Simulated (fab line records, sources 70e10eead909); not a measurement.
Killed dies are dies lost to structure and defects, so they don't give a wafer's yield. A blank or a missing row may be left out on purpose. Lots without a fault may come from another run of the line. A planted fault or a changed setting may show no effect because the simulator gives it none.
Which tool did it? | flow nand_harc | 13 lots, 39 wafers sampled, at 5 steps of a route of 1302

WHAT THE GAUGES READ, wafer by wafer
NHARC_A_BLC_CD_MEAS_19. Usual: cd_nm 99.7 nm, standard deviation 2.
lot  | measured     | on        | cd_nm (nm)        | flag
L575 | day 23 04:44 | cd_sem-02 | 97.2 102.0 96.7   |
L576 | day 23 18:05 | cd_sem-03 | 99.5 101.1 98.8   |
L580 | day 25 15:49 | cd_sem-02 | 98.4 99.6 97.6    |
L581 | day 25 17:39 | cd_sem-01 | 99.0 103.7 99.4   |
L582 | day 26 08:49 | cd_sem-02 | 99.7 102.0 100.2  |
L584 | day 27 13:17 | cd_sem-01 | 99.1 101.9 99.8   |
L587 | day 27 16:59 | cd_sem-03 | 98.7 99.0 101.6   |
L589 | day 28 21:22 | cd_sem-02 | 101.1 100.8 98.5  |
L592 | day 29 20:25 | cd_sem-02 | 99.2 100.4 100.2  |
L595 | day 31 05:32 | cd_sem-02 | 99.4 102.8 100.0  |
L594 | day 31 07:34 | cd_sem-01 | 98.7 102.1 101.0  |
L596 | day 31 19:34 | cd_sem-02 | 97.2 99.9 98.3    |
L597 | day 31 20:35 | cd_sem-02 | 103.1 102.3 104.0 |

NHARC_END_SORT_01. Usual: defect_limited_yield 90.9 %, standard deviation 2.8; killed_at_array 57, standard deviation 20; killed_at_other 1.3, standard deviation 1.4; killed_at_periphery 3.4, standard deviation 2.4; killed_dies 61, standard deviation 19; killed_open 2.9, standard deviation 1.8; killed_short 2.5, standard deviation 1.6.
lot  | measured     | on        | defect_limited_yield (%) | killed_at_array | killed_at_other | killed_at_periphery | killed_dies | killed_open | killed_short | flag
L575 | day 25 01:00 | prober-01 | 87.7 88.2 90.0           | 82 76 62        | 0 1 2           | 1 3 4               | 83 80 68    | 5 3 6       | 2 2 3        |
L576 | day 25 13:47 | prober-01 | 96.0 94.7 94.2           | 22 25 34        | 2 4 1           | 3 7 4               | 27 36 39    | 0 3 3       | 2 3 7        |
L580 | day 27 11:46 | prober-01 | 92.0 91.4 90.1           | 50 56 64        | 1 0 0           | 3 2 3               | 54 58 67    | 3 0 2       | 1 1 1        |
L581 | day 27 11:46 | prober-02 | 92.8 89.1 89.1           | 45 70 72        | 0 0 0           | 4 4 2               | 49 74 74    | 1 2 5       | 3 1 2        |
L582 | day 28 04:57 | prober-02 | 85.7 84.2 86.4           | 94 99 86        | 1 2 3           | 2 6 3               | 97 107 92   | 3 1 7       | 3 4 5        |
L584 | day 29 07:54 | prober-01 | 92.5 91.3 92.9           | 51 57 48        | 0 0 0           | 0 2 0               | 51 59 48    | 0 2 1       | 2 2 3        |
L587 | day 29 08:45 | prober-02 | 85.2 85.8 85.4           | 98 94 98        | 0 2 0           | 2 0 1               | 100 96 99   | 6 3 1       | 5 5 3        |
L589 | day 30 16:39 | prober-02 | 91.3 90.5 92.0           | 55 63 52        | 1 0 0           | 3 1 2               | 59 64 54    | 4 0 3       | 1 2 4        |
L592 | day 31 14:25 | prober-01 | 91.4 93.5 92.3           | 46 41 45        | 1 0 2           | 11 3 5              | 58 44 52    | 4 2 6       | 2 3 2        |
L595 | day 33 11:52 | prober-01 | 85.5 85.4 86.7           | 93 90 86        | 2 4 2           | 3 5 2               | 98 99 90    | 3 4 2       | 1 0 0        |
L594 | day 33 02:34 | prober-02 | 91.1 91.6 90.5           | 59 55 61        | 0 1 1           | 1 1 2               | 60 57 64    | 3 2 3       | 2 0 2        |
L596 | day 33 16:25 | prober-02 | 90.5 88.6 87.3           | 60 75 84        | 2 1 1           | 2 1 1               | 64 77 86    | 4 1 2       | 2 1 2        |
L597 | day 33 19:38 | prober-01 | 92.8 94.5 92.3           | 43 33 46        | 4 2 3           | 2 2 3               | 49 37 52    | 2 2 5       | 0 1 4        |

WHICH TOOL RAN EACH LOT (tool, then ch and the chambers of the sampled wafers, then the start)
lot  | NHARC_A_BLC_ETCH_16                | NHARC_A_BLC_DEGAS_30         | NHARC_A_M0_SOFTBAKE_04
L575 | rie_diel-09 ch 1,2,3, day 23 03:51 | pvd_sputter-01, day 23 05:20 | litho_track-01 ch 0, day 23 07:00
L576 | rie_diel-06 ch 0,2,3, day 23 17:12 | pvd_sputter-02, day 23 18:41 | litho_track-04 ch 0, day 23 20:00
L580 | rie_diel-08 ch 1,2,3, day 25 14:57 | pvd_sputter-01, day 25 16:25 | litho_track-04 ch 0, day 25 18:00
L581 | rie_diel-06 ch 0,1,2, day 25 16:47 | pvd_sputter-03, day 25 18:15 | litho_track-06 ch 0, day 25 20:00
L582 | rie_diel-08 ch 0,2, day 26 07:52   | pvd_sputter-02, day 26 09:25 | litho_track-01 ch 0, day 26 11:00
L584 | rie_diel-06 ch 0,1,3, day 27 12:24 | pvd_sputter-01, day 27 13:53 | litho_track-04 ch 0, day 27 16:00
L587 | rie_diel-06 ch 0,3, day 27 15:37   | pvd_sputter-03, day 27 17:37 | litho_track-04 ch 0, day 27 19:00
L589 | rie_diel-08 ch 1,2, day 28 20:29   | pvd_sputter-02, day 28 21:59 | litho_track-04 ch 0, day 28 23:00
L592 | rie_diel-08 ch 0,2, day 29 19:32   | pvd_sputter-02, day 29 21:02 | litho_track-04 ch 0, day 29 22:00
L595 | rie_diel-06 ch 0,2,3, day 31 04:40 | pvd_sputter-03, day 31 06:08 | litho_track-01 ch 0, day 31 08:00
L594 | rie_diel-06 ch 1,2,3, day 31 06:41 | pvd_sputter-01, day 31 08:11 | litho_track-06 ch 0, day 31 10:00
L596 | rie_diel-08 ch 0,3, day 31 18:41   | pvd_sputter-03, day 31 20:10 | litho_track-01 ch 0, day 31 22:00
L597 | rie_diel-06 ch 1,2,3, day 31 19:41 | pvd_sputter-01, day 31 21:10 | litho_track-01 ch 0, day 31 23:00
- NHARC_A_BLC_ETCH_16: etches the open film in CF4, target depth 39 nm, time 65 s.
- NHARC_A_BLC_DEGAS_30: time 60 s.
- NHARC_A_M0_SOFTBAKE_04: time 55 s.

WHAT THE TOOLS THEMSELVES READ (means of the sampled wafers that have a number; where no wafer has one, the mark that the record gives instead)
NHARC_A_BLC_ETCH_16. Usual: drypump_motor_current_A 5.9 A, standard deviation 0.62; oes_product_au 0.999 a.u., standard deviation 0.01; rf_vpp_V 150.5 V, standard deviation 1.1; showerhead_plenum_p_Torr 1.71 Torr, standard deviation 0.05; throttle_valve_pct 13.284 %, standard deviation 0.0086.
lot  | tool        | drypump_motor_current_A (A) | oes_product_au (a.u.) | rf_vpp_V (V) | showerhead_plenum_p_Torr (Torr) | throttle_valve_pct (%) | flag
L575 | rie_diel-09 | 5.6                         | 1.006                 | 151.3        | 1.78                            | 13.281                 |
L576 | rie_diel-06 | 5.9                         | 1.005                 | 150.6        | 1.70                            | 13.290                 |
L580 | rie_diel-08 | 6.0                         | 0.985                 | 150.9        | 1.75                            | 13.278                 |
L581 | rie_diel-06 | 6.3                         | 1.008                 | 151.0        | 1.69                            | 13.279                 |
L582 | rie_diel-08 | 5.3                         | 0.994                 | 150.8        | 1.73                            | 13.284                 |
L584 | rie_diel-06 | 6.0                         | 1.001                 | 150.2        | 1.67                            | 13.281                 |
L587 | rie_diel-06 | 5.5                         | 1.006                 | 149.1        | 1.67                            | 13.288                 |
L589 | rie_diel-08 | 6.1                         | 0.998                 | 150.6        | 1.72                            | 13.277                 |
L592 | rie_diel-08 | 5.6                         | 0.990                 | 151.3        | 1.73                            | 13.288                 |
L595 | rie_diel-06 | 5.9                         | 0.995                 | 149.8        | 1.69                            | 13.278                 |
L594 | rie_diel-06 | 5.7                         | 1.001                 | 148.7        | 1.68                            | 13.278                 |
L596 | rie_diel-08 | 5.5                         | 1.004                 | 151.7        | 1.78                            | 13.288                 |
L597 | rie_diel-06 | 5.7                         | 0.997                 | 149.9        | 1.68                            | 13.279                 |

NHARC_A_BLC_DEGAS_30. Usual: heater_power_w 450 W, standard deviation 48.
lot  | tool           | heater_power_w (W) | flag
L575 | pvd_sputter-01 | 396                |
L576 | pvd_sputter-02 | 454                |
L580 | pvd_sputter-01 | 474                |
L581 | pvd_sputter-03 | 470                |
L582 | pvd_sputter-02 | 460                |
L584 | pvd_sputter-01 | 494                |
L587 | pvd_sputter-03 | 445                |
L589 | pvd_sputter-02 | 420                |
L592 | pvd_sputter-02 | 462                |
L595 | pvd_sputter-03 | 443                |
L594 | pvd_sputter-01 | 473                |
L596 | pvd_sputter-03 | 439                |
L597 | pvd_sputter-01 | 421                |

NHARC_A_M0_SOFTBAKE_04. Usual: heater_power_total_W 188.45 W, standard deviation 0.14.
lot  | tool           | heater_power_total_W (W) | flag
L575 | litho_track-01 | 188.55                   |
L576 | litho_track-04 | 188.55                   |
L580 | litho_track-04 | 188.43                   |
L581 | litho_track-06 | 188.34                   |
L582 | litho_track-01 | 188.46                   |
L584 | litho_track-04 | 188.69                   |
L587 | litho_track-04 | 188.34                   |
L589 | litho_track-04 | 175.15                   | OFF
L592 | litho_track-04 | 175.26                   | OFF
L595 | litho_track-01 | 188.56                   |
L594 | litho_track-06 | 188.41                   |
L596 | litho_track-01 | 188.48                   |
L597 | litho_track-01 | 188.53                   |

THE ANSWER, worked out from the rows above alone
Rule: a lot is off if the mean of its wafers that have a number lies more than 3 standard deviations from the usual mean. A lot without any number at a reading at which 4 lots or more have one is off too. The other lots that the step has rows for count as sound. The gauges are gone through in route order, then the tools' own readings, and for those a lot's mean is taken as printed above. The first step at which some lot is off is used, and at that step the reading that is off furthest; a lot without a number counts as furthest.
Off: L589, L592, at NHARC_A_M0_SOFTBAKE_04 (heater_power_total_W).
A tool fits if, at that step or a process step before it, it ran every lot that is off, and no sound lot after the first of them. Can't be told from this: 2 tools fit, pvd_sputter-02 at NHARC_A_BLC_DEGAS_30, litho_track-04 at NHARC_A_M0_SOFTBAKE_04.

WHAT THE SIMULATOR HAD PUT IN
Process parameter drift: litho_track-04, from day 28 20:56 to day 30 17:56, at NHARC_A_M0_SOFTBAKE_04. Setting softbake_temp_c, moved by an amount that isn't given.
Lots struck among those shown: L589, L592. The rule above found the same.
